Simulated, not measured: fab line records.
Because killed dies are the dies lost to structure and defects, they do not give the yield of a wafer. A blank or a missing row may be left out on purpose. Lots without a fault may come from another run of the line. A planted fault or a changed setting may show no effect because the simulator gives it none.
fab line records | flow n5_finfet
[record] lots = 9 wafers = 25 last_day = 17
route steps=1938 shown STI_FIN_REVEAL@184 BEOL_M4@1111 PASSIVATION@1936
lots that met no fault: taken from a fault-free run of the same line
start_h: start of the lot's first displayed wafer, in hours after the record's first day | wait_h: time in hours since the lot's previous step | " unchanged from the row above | L1.1+2: a single row standing in for several wafers | - value missing, or start not given | * or withheld: withheld | < > ~ a bound
route shown NAME@n: a module of which the file shows steps, and the number in the route of the first | usual: the fault-free wafers' mean and standard deviation | same: alike in all rows | chamber/n: place in a boat | sites: readings site by site | _std_site: the standard deviation of these | _edge_site: inner sites' mean taken away from outer sites' mean | radius_mm: for every site, how far away it sits from the centre of the wafer | mask NAME#n: copy n | behind: the tool/chamber that last shaped the wafer | hold: what put the lot on hold/how long, in hours/how the hold closed | device: which transistor (n, p or np) failed to switch | end of line: tests of these same wafers at the route's end | step lacking rows: just its recipe | killed: at the first sort, the dies lost to defects and structure; wafer yield is something else | map: the dies of a wafer, with x for killed, . for not killed, _ for no die there
set.NAME: the setting the step ran with; set.NAME@STEP: the setting that earlier step ran with | model.NAME: the simulator's own value behind a step, which no gauge read
the route's steps for a sample of lots (tables are steps, rows are wafers)
services: the hour from which a tool's chamber was out of use, counted from the record's first day as start_h (under 0 if before that day), plus the number of hours and why
[[steps]]
[step N5_STI_FIN_REVEAL_ALD_14]
[recipe] material = Si3N4 target_thk_a = 30 temp_c = 400 ald_precursor_family = SiH2I2 ald_co_reactant = N2/H2-plasma pressure_torr = 2
[usual] heater_power_w = 872/58
// columns lot.wafer tool chamber start_h wait_h heater_power_w
L159.1 ald_sin-03 1 47.33 0.0 821
L159.4 " 3 " " 818
L159.6 " 3 " " 837
L161.3 ald_sin-01 0 60.73 0.0 829
L161.4 " 3 " " 995
L161.6 " 2 " " 819
L163.3 ald_sin-03 0 70.41 0.0 948
L163.5 " 2 " " 895
L163.6 " 1 " " 814
L167.2 ald_sin-03 2 98.07 0.0 884
L167.4 " 3 " " 844
L167.5 " 2 " " 869
L168.1 ald_sin-03 0 103.25 0.0 948
L168.2 " 3 " " 828
L168.6 " 0 " " 956
L169.1 ald_sin-01 3 108.17 0.0 967
L169.3 " 1 " " 832
L169.4 " 0 " " 842
L175.1 ald_sin-02 0 143.72 0.0 833
L175.6 " 1 " " 983
L178.4 ald_sin-02 1 160.28 0.0 974
L178.5 " 3 " " 807
L179.3 ald_sin-01 3 165.84 0.0 982
L179.4 " 0 " " 872
L179.5 " 1 " " 854
[step N5_STI_FIN_REVEAL_ETCHBACK_08]
[recipe] chemistry = C4F6/O2 target = SiO2 target_depth_a = 305 time_s = 10.167 ion_energy_ev = 250 pressure_mtorr = 30 source_w = 345 bias_w = 185 Ar_flow_sccm = 300 C4F6_flow_sccm = 10 O2_flow_sccm = 10
[usual] drypump_motor_current_A = 5.6/0.43 oes_o_777_au = 0.79/0.084 oes_product_au = 0.79/0.088 rf_vpp_V = 666/12 showerhead_plenum_p_Torr = 2.86/0.083 throttle_valve_pct = 21.26/0.25
// columns lot.wafer tool chamber start_h wait_h drypump_motor_current_A oes_o_777_au oes_product_au rf_hours_counter_h rf_vpp_V showerhead_plenum_p_Torr throttle_valve_pct
L159.1 rie_diel-06 1 53.15 0.2 5.3 0.75 0.73 153 661 2.97 21.48
L159.4 " 0 " " 5.8 0.75 0.73 166 670 2.84 21.01
L159.6 " 0 " " 5.8 0.75 0.74 - 669 2.84 20.99
L161.3 rie_diel-06 3 66.30 0.1 4.9 0.70 0.68 246 651 2.79 21.59
L161.4 " 3 " " 4.9 0.69 0.69 - 650 2.79 21.62
L161.6 " 0 " " 5.8 0.74 0.74 - 670 2.84 21.01
L163.3 rie_diel-06 0 76.28 0.2 5.9 0.74 0.73 177 670 2.84 21.02
L163.5 " 3 " " 4.9 0.69 0.68 - 652 2.79 21.62
L163.6 " 1 " " 5.4 0.75 0.72 - 659 2.97 21.49
L167.2 rie_diel-02 1 103.67 0.2 6.2 0.81 0.80 92 654 2.85 21.14
L167.4 " 3 " " 5.1 0.87 0.88 - 673 2.91 21.15
L167.5 " 1 " " 6.2 0.81 0.80 - 653 2.85 21.14
L168.1 rie_diel-02 3 109.95 0.3 5.1 0.87 0.89 31 674 2.91 21.14
L168.2 " 1 " " 6.1 0.81 0.80 96 653 2.85 21.14
L168.6 " 1 " " 6.2 0.81 0.79 - 655 2.85 21.15
L169.1 rie_diel-02 3 113.82 0.2 5.1 0.87 0.88 32 674 2.91 21.15
L169.3 " 2 " " 5.8 0.90 0.91 21 663 2.80 21.25
L169.4 " 3 " " 5.1 0.87 0.88 - 674 2.91 21.14
L175.1 rie_diel-02 2 149.36 0.2 5.7 0.88 0.89 34 665 2.80 21.27
L175.6 " 0 " " 5.2 0.97 0.97 - 673 2.81 21.14
L178.4 rie_diel-02 0 167.01 0.1 5.2 0.96 1.23 16 674 2.81 21.36
L178.5 " 3 " " 5.1 0.84 0.84 - 674 2.90 21.18
L179.3 rie_diel-03 1 171.52 0.2 6.2 0.74 0.72 226 670 2.83 21.76
L179.4 " 2 " " 5.5 0.72 0.78 128 694 2.97 21.29
L179.5 " 2 " " 5.5 0.72 0.77 - 693 2.97 21.27
[step N5_STI_FIN_REVEAL_STRIP_24]
[recipe] chemistry = N2/H2 time_s = 90 power_w = 100 temp_c = 40 pressure_mtorr = 100 rf_frequency_hz = 6e+07 bias_power_w = 3 n2_flow_sccm = 300 h2_flow_sccm = 300
[usual] drypump_motor_current_A = 5.6/0.43 oes_product_au = 0.79/0.089 rf_vpp_V = 45.4/0.74 showerhead_plenum_p_Torr = 3.39/0.1 temp_c = 40.03/0.11 throttle_valve_pct = 12.28/0.26
// columns lot.wafer tool chamber start_h wait_h drypump_motor_current_A oes_product_au rf_hours_counter_h rf_vpp_V showerhead_plenum_p_Torr temp_c throttle_valve_pct
L159.1 rie_diel-06 1 53.18 0.0 5.3 0.72 153 46.0 3.52 39.90 12.47
L159.4 " 0 " " 5.8 0.74 166 46.0 3.38 39.92 12.13
L159.6 " 0 " " 5.9 0.73 - 46.0 3.38 39.82 12.13
L161.3 rie_diel-06 3 66.34 0.0 4.9 0.69 246 45.1 3.31 40.11 12.72
L161.4 " 3 " " 5.0 0.69 - 44.7 3.31 40.21 12.71
L161.6 " 0 " " 5.8 0.74 - 45.3 3.38 39.95 12.13
L163.3 rie_diel-06 0 76.32 0.0 5.8 0.74 177 45.5 3.37 40.01 12.16
L163.5 " 3 " " 4.9 0.69 - 45.8 3.31 39.82 12.71
L163.6 " 1 " " 5.4 0.71 - 45.3 3.52 39.99 12.50
L167.2 rie_diel-02 1 103.70 0.0 6.2 0.78 92 46.3 3.43 39.99 12.18
L167.4 " 3 " " 5.1 0.88 - 45.6 3.44 40.19 12.03
L167.5 " 1 " " 6.2 0.78 - 45.0 3.43 40.08 12.20
L168.1 rie_diel-02 3 109.98 0.0 5.1 0.87 31 45.9 3.44 40.01 12.04
L168.2 " 1 " " 6.2 0.79 96 46.0 3.43 40.21 12.20
L168.6 " 1 " " 6.2 0.78 - 45.5 3.43 40.10 12.21
L169.1 rie_diel-02 3 113.85 0.0 5.1 0.87 32 46.4 3.44 40.02 12.03
L169.3 " 2 " " 5.8 0.93 21 45.6 3.30 39.94 12.07
L169.4 " 3 " " 5.1 0.87 - 45.4 3.44 40.07 12.05
L175.1 rie_diel-02 2 149.39 0.0 5.8 0.90 34 44.2 3.30 40.07 12.11
L175.6 " 0 " " 5.3 0.97 - 46.0 3.32 39.89 11.97
L178.4 rie_diel-02 0 167.04 0.0 5.2 0.95 16 45.5 3.32 40.13 11.98
L178.5 " 3 " " 5.1 0.84 - 45.5 3.43 40.06 12.09
L179.3 rie_diel-03 1 171.56 0.0 6.2 0.71 226 44.4 3.35 39.98 12.79
L179.4 " 2 " " 5.6 0.78 128 45.3 3.53 39.95 12.36
L179.5 " 2 " " 5.5 0.78 - 45.8 3.53 39.85 12.36
[step N5_STI_FIN_REVEAL_ETCH_34]
[recipe] chemistry = H2 mode = isotropic material = Si target = Si target_depth_a = 9.7 temp_c = 20 pressure_mtorr = 4.5 icp_w = 300 bias_w = 0 h2_flow_sccm = 7.5 he_flow_sccm = 142.5
[usual] drypump_motor_current_A = 5.9/0.45 oes_product_au = 0.995/0.013 temp_c = 20.01/0.1 throttle_valve_pct = 25.9/0.45
// columns lot.wafer tool chamber start_h wait_h drypump_motor_current_A oes_product_au rf_hours_counter_h temp_c throttle_valve_pct
L159.1 rie_si-05 0 55.52 0.2 6.0 0.980 102 20.10 26.7
L159.4 " 2 " " 5.8 1.001 58 20.04 26.1
L159.6 " 2 " " 5.8 1.001 - 20.09 26.1
L161.3 rie_si-01 0 68.65 0.1 6.2 1.006 11 20.00 26.1
L161.4 " 1 " " 6.0 1.001 16 20.12 26.0
L161.6 " 0 " " 6.2 0.999 - 20.05 26.2
L163.3 rie_si-05 3 78.69 0.1 6.5 1.002 142 19.89 26.1
L163.5 " 1 " " 6.2 1.004 - 19.90 26.2
L163.6 " 0 " " 6.0 0.995 - 20.02 26.7
L167.2 rie_si-05 2 106.31 0.2 5.8 1.010 59 20.06 26.1
L167.4 " 3 " " 6.5 0.984 142 19.96 26.1
L167.5 " 2 " " 5.8 1.012 - 19.82 26.1
L168.1 rie_si-01 0 112.29 0.2 6.2 1.006 12 20.10 26.1
L168.2 " 1 " " 6.0 1.005 17 19.89 26.0
L168.6 " 2 " " 5.5 0.991 - 20.14 26.3
L169.1 rie_si-05 1 116.16 0.2 6.2 0.997 73 19.90 26.2
L169.3 " 0 " " 6.0 0.989 103 20.00 26.7
L169.4 " 3 " " 6.5 0.990 143 19.92 26.1
L175.1 rie_si-05 3 151.72 0.2 6.5 0.985 143 19.86 26.1
L175.6 " 0 " " 6.0 0.989 - 20.07 26.7
L178.4 rie_si-03 3 169.35 0.1 5.3 1.015 40 20.07 25.8
L178.5 " 2 " " 5.9 0.997 - 20.13 24.9
L179.3 rie_si-03 2 173.87 0.1 5.9 0.970 94 19.98 24.9
L179.4 " 3 " " 5.3 1.002 40 19.99 25.8
L179.5 " 3 " " 5.3 0.998 - 19.95 25.8
[step N5_STI_FIN_REVEAL_FIN_H_MEAS_10]
[usual] trench_depth_nm = 52.4/0.88
// columns lot.wafer tool chamber start_h wait_h trench_depth_nm
L159.1 ocd-02 - 56.13 0.0 52.0
L159.4 " - " " 52.0
L159.6 " - " " 52.4
L161.3 ocd-02 - 69.27 0.0 51.0
L161.4 " - " " 51.0
L161.6 " - " " 51.2
L163.3 ocd-01 - 79.31 0.0 51.5
L163.5 " - " " 50.9
L163.6 " - " " 50.9
L167.2 ocd-02 - 106.98 0.0 52.7
L167.4 " - " " 52.6
L167.5 " - " " 51.7
L168.1 ocd-02 - 112.90 0.0 53.5
L168.2 " - " " 52.9
L168.6 " - " " 53.3
L169.1 ocd-02 - 116.76 0.0 52.7
L169.3 " - " " 52.2
L169.4 " - " " 52.7
L175.1 ocd-02 - 152.34 0.0 52.7
L175.6 " - " " 52.2
L178.4 ocd-02 - 169.96 0.0 67.2
L178.5 " - " " 52.1
L179.3 ocd-01 - 174.48 0.0 52.2
L179.4 " - " " 52.4
L179.5 " - " " 51.3
[step N5_BEOL_M4_RC_MEAS_101]
[usual] DIBL_N = 36.8/2.1 DIBL_P = 37.1/2.2 IOFF_N = 0.18/0.037 IOFF_P = 0.23/0.041 ION_N = 682/13 ION_P = 467/8.6 SS_N = 71.7/0.61 SS_P = 73.5/0.6 VT_N = 248/3.4 VT_P = -249/3.5
// columns lot.wafer tool chamber start_h wait_h DIBL_N[mV/V] DIBL_P[mV/V] IOFF_N[nA/um] IOFF_P[nA/um] ION_N[uA/um] ION_P[uA/um] SS_N[mV/dec] SS_P[mV/dec] VT_N[mV] VT_P[mV]
L159.1 prober-02 0 182.35 0.0 36.5 36.6 0.16 0.21 678 466 71.6 73.2 245 -252
L159.4 " 0 " " 36.7 36.8 0.17 0.21 674 460 71.4 73.2 249 -250
L159.6 " 0 " " 35.4 34.2 0.14 0.17 673 455 70.7 72.6 251 -252
L161.3 prober-01 0 200.56 0.3 41.3 39.9 0.26 0.28 677 464 73.4 75.0 244 -247
L161.4 " 0 " " 43.3 42.7 0.29 0.34 697 470 73.4 75.1 242 -244
L161.6 " 0 " " 42.2 40.4 0.26 0.28 691 465 72.7 74.4 244 -250
L163.3 prober-02 0 208.32 0.3 37.2 37.9 0.22 0.30 689 476 71.4 74.1 240 -243
L163.5 " 0 " " 38.1 38.0 0.22 0.31 677 473 72.2 73.8 242 -241
L163.6 " 0 " " 37.9 38.0 0.22 0.30 686 475 72.5 73.9 241 -246
L167.2 prober-01 0 236.16 0.2 36.6 35.9 0.15 0.19 674 461 71.2 73.1 252 -253
L167.4 " 0 " " 37.5 37.5 0.17 0.22 684 471 71.4 73.5 250 -250
L167.5 " 0 " " 34.7 34.7 0.13 0.18 670 464 71.0 73.2 252 -253
L168.1 prober-02 0 238.63 0.0 38.2 39.1 0.23 0.24 708 473 72.0 74.2 243 -250
L168.2 " 0 " " 36.6 37.1 0.19 0.20 692 464 71.0 73.8 247 -253
L168.6 " 0 " " 36.7 35.9 0.18 0.18 680 456 72.0 73.8 249 -254
L169.1 prober-01 0 256.16 0.0 39.6 37.3 0.22 0.26 700 475 72.6 73.7 244 -247
L169.3 " 0 " " 38.2 35.6 0.18 0.23 685 468 72.2 73.7 246 -248
L169.4 " 0 " " 38.2 36.5 0.18 0.24 690 475 71.9 73.5 248 -249
L175.1 prober-02 0 281.75 0.0 34.4 33.9 0.13 0.19 686 464 70.8 72.9 250 -247
L175.6 " 0 " " 35.3 35.2 0.15 0.20 676 469 71.8 72.9 250 -249
L178.4 prober-01 0 296.88 0.5 34.4 36.9 0.17 0.19 745 449 71.1 73.6 248 -252
L178.5 " 0 " " 37.7 41.0 0.22 0.26 690 468 71.8 74.3 247 -248
L179.3 prober-01 0 306.84 0.3 36.3 35.6 0.15 0.20 679 466 71.5 73.2 249 -251
L179.4 " 0 " " 38.0 38.2 0.18 0.25 682 469 72.5 74.5 248 -249
L179.5 " 0 " " 37.9 38.1 0.18 0.24 688 469 71.8 73.6 249 -247
[step N5_PASSIVATION_PROBE_49]
[usual] defect_limited_yield = 91.0/1.4 killed_at_M0_to_M3 = 35/10 killed_at_M4_up = 13/6 killed_at_contacts = 13/6.4 killed_at_front_end = 42/12 killed_at_other = 3.2/2.4 killed_dies = 107/17 killed_on_rim = 15/4.1 killed_open = 69/13 killed_short = 33/7.3 sort_bin_4_leakage = 0.00/0.022 sort_bin_5_function = 5.3/0.92 sort_bin_6_memory = 3.3/0.66 sort_n_pass = 1073/17 sort_yield_pct = 90.9/1.4
[same] gross_dies = 1180 killed_at_back_side = 0 sort_bin_8_speed[%] = 0
// columns lot.wafer tool chamber start_h wait_h defect_limited_yield[%] killed_at_M0_to_M3 killed_at_M4_up killed_at_contacts killed_at_front_end killed_at_other killed_dies killed_on_rim killed_open killed_short sort_bin_4_leakage[%] sort_bin_5_function[%] sort_bin_6_memory[%] sort_n_pass sort_yield_pct[%]
L159.1 prober-01 - 283.23 0.0 90.9 36 26 4 36 5 107 12 70 34 0 5.0 3.7 1073 90.9
L159.4 prober-01 - 283.38 0.2 89.2 28 19 11 66 3 127 18 77 43 0 6.3 3.7 1053 89.2
L159.6 prober-01 - 283.48 0.3 91.9 33 21 4 36 1 95 14 67 22 0 4.9 2.8 1085 91.9
L161.3 prober-02 - 309.04 0.1 90.8 38 9 12 45 5 109 14 68 31 0 5.6 3.5 1071 90.8
L161.4 prober-02 - 309.09 0.2 91.3 42 10 11 36 4 103 17 74 17 0.17 5.3 2.5 1075 91.1
L161.6 prober-02 - 309.19 0.3 90.2 51 8 7 42 8 116 17 73 37 0 6.4 3.1 1064 90.2
L163.3 prober-02 - 317.78 0.1 89.0 46 12 10 57 5 130 21 81 35 0 6.2 4.1 1050 89.0
L163.5 prober-02 - 317.88 0.2 92.3 41 7 9 32 2 91 12 46 41 0 4.0 3.2 1089 92.3
L163.6 prober-02 - 317.93 0.3 93.1 26 17 6 28 4 81 4 47 25 0 4.4 2.1 1099 93.1
L167.2 prober-01 - 334.07 0.1 93.8 19 9 12 33 0 73 6 50 15 0 3.6 2.6 1107 93.8
L167.4 prober-01 - 334.17 0.2 93.1 28 8 12 32 2 82 11 55 22 0 4.1 2.6 1098 93.1
L167.5 prober-01 - 334.22 0.2 91.5 36 16 6 41 1 100 16 62 29 0 5.2 3.1 1080 91.5
L175.1 prober-02 - 392.04 0.0 89.3 22 7 24 67 6 126 20 89 37 0 6.2 4.0 1054 89.3
L175.6 prober-02 - 392.29 0.3 90.5 40 6 9 55 2 112 9 77 35 0 6.0 3.1 1068 90.5
L178.4 prober-02 - 409.36 0.2 92.0 41 5 17 27 4 94 14 59 34 0 5.1 2.5 1086 92.0
L178.5 prober-02 - 409.41 0.2 91.8 25 13 14 42 3 97 7 63 32 0 4.7 2.7 1083 91.8
// killed by level:class
L159.1 BEOL_M3:geometric_particle:open=11 BEOL_M0_SAQP:geometric_particle:short=10 FIN_SAQP:geometric_particle:open=9 BEOL_M4:geometric_particle:open=8 STI_FIN_REVEAL:geometric_particle:open=6 FIN_SAQP:geometric_particle:short=5 BEOL_M5:geometric_particle:open=5 MOL_CONTACT_COAG:geometric_particle:open=4
L159.4 FIN_SAQP:geometric_particle:open=12 MOL_CONTACT_COAG:geometric_particle:open=11 STI_FIN_REVEAL:geometric_particle:open=10 BEOL_M3:geometric_particle:open=10 BEOL_M4:geometric_particle:open=9 GATE_CUT:geometric_particle:short=8 FIN_SAQP:geometric_particle:short=7 BEOL_M0_SAQP:geometric_particle:short=6
L159.6 STI_FIN_REVEAL:geometric_particle:open=11 BEOL_M2:geometric_particle:open=11 BEOL_M4:geometric_particle:open=9 BEOL_M1:geometric_particle:open=6 GATE_CUT:geometric_particle:short=5 FIN_SAQP:geometric_particle:open=4 MOL_CONTACT_COAG:geometric_particle:open=4 BEOL_M2:geometric_particle:short=4
L161.3 STI_FIN_REVEAL:geometric_particle:open=16 MOL_CONTACT_COAG:geometric_particle:open=9 FIN_SAQP:geometric_particle:open=8 BEOL_M2:geometric_particle:open=8 FIN_SAQP:geometric_particle:short=6 BEOL_M1:geometric_particle:open=5 BEOL_M2:geometric_particle:short=5 GATE_CUT:geometric_particle:open=4
L161.4 STI_FIN_REVEAL:geometric_particle:open=11 MOL_CONTACT_COAG:geometric_particle:open=10 BEOL_M1:geometric_particle:open=10 BEOL_M0_SAQP:geometric_particle:open=9 HKMG_FIN:area_etch=9 FIN_SAQP:geometric_particle:open=5 BEOL_M0_SAQP:geometric_particle:short=5 BEOL_M0:geometric_particle:open=5
L161.6 BEOL_M0_SAQP:geometric_particle:open=17 FIN_SAQP:geometric_particle:open=12 BEOL_M3:geometric_particle:open=9 BEOL_M1:geometric_particle:open=9 FIN_SAQP:geometric_particle:short=7 MOL_CONTACT_COAG:geometric_particle:open=6 BEOL_M3:geometric_particle:short=6 BEOL_M0_SAQP:geometric_particle:short=5
L163.3 STI_FIN_REVEAL:geometric_particle:open=20 BEOL_M0_SAQP:geometric_particle:open=13 BEOL_M0_SAQP:geometric_particle:short=10 BEOL_M2:geometric_particle:open=9 MOL_CONTACT_COAG:geometric_particle:open=9 DUMMY_GATE:geometric_particle:open=8 FIN_SAQP:geometric_particle:open=7 HKMG_FIN:area_etch=6
L163.5 BEOL_M0_SAQP:geometric_particle:short=14 STI_FIN_REVEAL:geometric_particle:open=10 BEOL_M0_SAQP:geometric_particle:open=7 BEOL_M1:geometric_particle:open=7 MOL_CONTACT_COAG:geometric_particle:open=6 BEOL_M2:geometric_particle:open=6 STARTING-WAFER:geometric_particle:short=6 GATE_CUT:geometric_particle:short=3
L163.6 BEOL_M2:geometric_particle:open=7 DUMMY_GATE:geometric_particle:open=5 MOL_CONTACT_COAG:geometric_particle:open=5 BEOL_M0_SAQP:geometric_particle:open=4 BEOL_M0_SAQP:geometric_particle:short=4 BEOL_M4:geometric_particle:open=4 STARTING-WAFER:geometric_particle:open=4 FIN_SAQP:geometric_particle:short=3
L167.2 FIN_SAQP:geometric_particle:open=11 MOL_CONTACT_COAG:geometric_particle:open=9 FIN_SAQP:geometric_particle:short=5 STARTING-WAFER:geometric_particle:open=5 BEOL_M0_SAQP:geometric_particle:open=4 BEOL_M0_SAQP:geometric_particle:short=4 BEOL_M1:geometric_particle:open=3 BEOL_M6:geometric_particle:open=3
L167.4 MOL_CONTACT_COAG:geometric_particle:open=9 FIN_SAQP:geometric_particle:open=8 DUMMY_GATE:geometric_particle:open=7 BEOL_M0_SAQP:geometric_particle:short=7 BEOL_M1:geometric_particle:open=5 BEOL_M0_SAQP:geometric_particle:open=4 BEOL_M2:geometric_particle:open=4 BEOL_M4:geometric_particle:open=4
L167.5 FIN_SAQP:geometric_particle:open=17 BEOL_M1:geometric_particle:open=11 FIN_SAQP:geometric_particle:short=9 BEOL_M0_SAQP:geometric_particle:open=8 BEOL_M4:geometric_particle:open=7 GATE_CUT:geometric_particle:short=5 BEOL_M0_SAQP:geometric_particle:short=4 MOL_CONTACT_COAG:geometric_particle:short=3
L175.1 STI_FIN_REVEAL:geometric_particle:open=26 MOL_CONTACT_COAG:geometric_particle:open=16 FIN_SAQP:geometric_particle:open=13 MOL_CONTACT_COAG:geometric_particle:short=8 BEOL_M3:geometric_particle:open=7 FIN_SAQP:geometric_particle:short=6 BEOL_M0_SAQP:geometric_particle:short=5 GATE_CUT:geometric_particle:open=3
L175.6 BEOL_M3:geometric_particle:open=16 STI_FIN_REVEAL:geometric_particle:open=13 FIN_SAQP:geometric_particle:open=12 BEOL_M0_SAQP:geometric_particle:open=10 BEOL_M0_SAQP:geometric_particle:short=6 MOL_CONTACT_COAG:geometric_particle:open=5 FIN_SAQP:geometric_particle:short=4 DUMMY_GATE:geometric_particle:open=4
L178.4 MOL_CONTACT_COAG:geometric_particle:open=13 BEOL_M0_SAQP:geometric_particle:open=10 BEOL_M0_SAQP:geometric_particle:short=7 GATE_CUT:geometric_particle:short=6 BEOL_M2:geometric_particle:open=5 BEOL_M3:geometric_particle:open=5 BEOL_M3:geometric_particle:short=5 MOL_CONTACT_COAG:geometric_particle:short=4
L178.5 STI_FIN_REVEAL:geometric_particle:open=13 MOL_CONTACT_COAG:geometric_particle:open=11 BEOL_M2:geometric_particle:open=8 FIN_SAQP:geometric_particle:open=7 BEOL_M4:geometric_particle:open=6 STARTING-WAFER:geometric_particle:open=5 FIN_SAQP:geometric_particle:short=4 GATE_CUT:geometric_particle:short=4
[[services]]
// columns tool chamber start_h hours kind
rie_diel-02 3 26.32 8.0 repair
rie_diel-02 2 28.70 6.8 repair
ald_sin-02 - 35.92 0.4 repair
rie_diel-06 2 63.61 - clean
rie_diel-06 2 63.61 - consumable_replace:focus_ring
rie_diel-06 2 63.61 - consumable_replace:showerhead
rie_diel-06 2 63.61 36.8 scheduled_down
rie_diel-06 2 63.61 36.8 vent_cycle
rie_si-03 - 75.13 0.6 repair
rie_si-01 2 78.25 7.8 repair
rie_si-01 1 82.44 3.0 repair
ald_sin-02 3 97.21 13.9 repair
rie_diel-06 3 100.73 - clean
rie_diel-06 3 100.73 - consumable_replace:focus_ring
rie_diel-06 3 100.73 17.1 scheduled_down
rie_diel-02 0 101.98 - clean
rie_diel-02 0 101.98 - consumable_replace:focus_ring
rie_diel-02 0 101.98 18.6 scheduled_down
rie_diel-02 0 101.98 18.6 vent_cycle
ald_sin-01 - 120.25 14.6 pm
rie_diel-06 1 126.45 1.2 repair
ald_sin-02 - 132.72 6.1 pm
rie_si-01 3 133.25 12.9 repair
ald_sin-01 1 135.89 2.6 repair
[[key]]
[first_sign] step = N5_STI_FIN_REVEAL_ETCHBACK_08 reading = oes_product_au direction = up sigmas = 5 usual = 0.79 struck = 1.23
[effect] step = N5_STI_FIN_REVEAL_FIN_H_MEAS_10 reading = trench_depth_nm direction = up sigmas = 17 usual = 52.4 struck = 67.2
[effect] step = N5_BEOL_M4_RC_MEAS_101 reading = ION_N direction = up sigmas = 4.8 usual = 682 struck = 745
met_at N5_STI_FIN_REVEAL_ETCHBACK_08
struck_lots L178
struck_wafers L178.4
not_acting_at N5_STI_FIN_REVEAL_ALD_14,N5_STI_FIN_REVEAL_STRIP_24,N5_STI_FIN_REVEAL_ETCH_34
onset_between 113.82 167.01
[fault] kind = process_parameter_drift tool = rie_diel-02 chamber = - onset_h = 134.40 steps = N5_STI_FIN_REVEAL_ETCHBACK_08 channel = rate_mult offset = 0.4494 shape = step end_h = 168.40 scope = struck_wafers_only
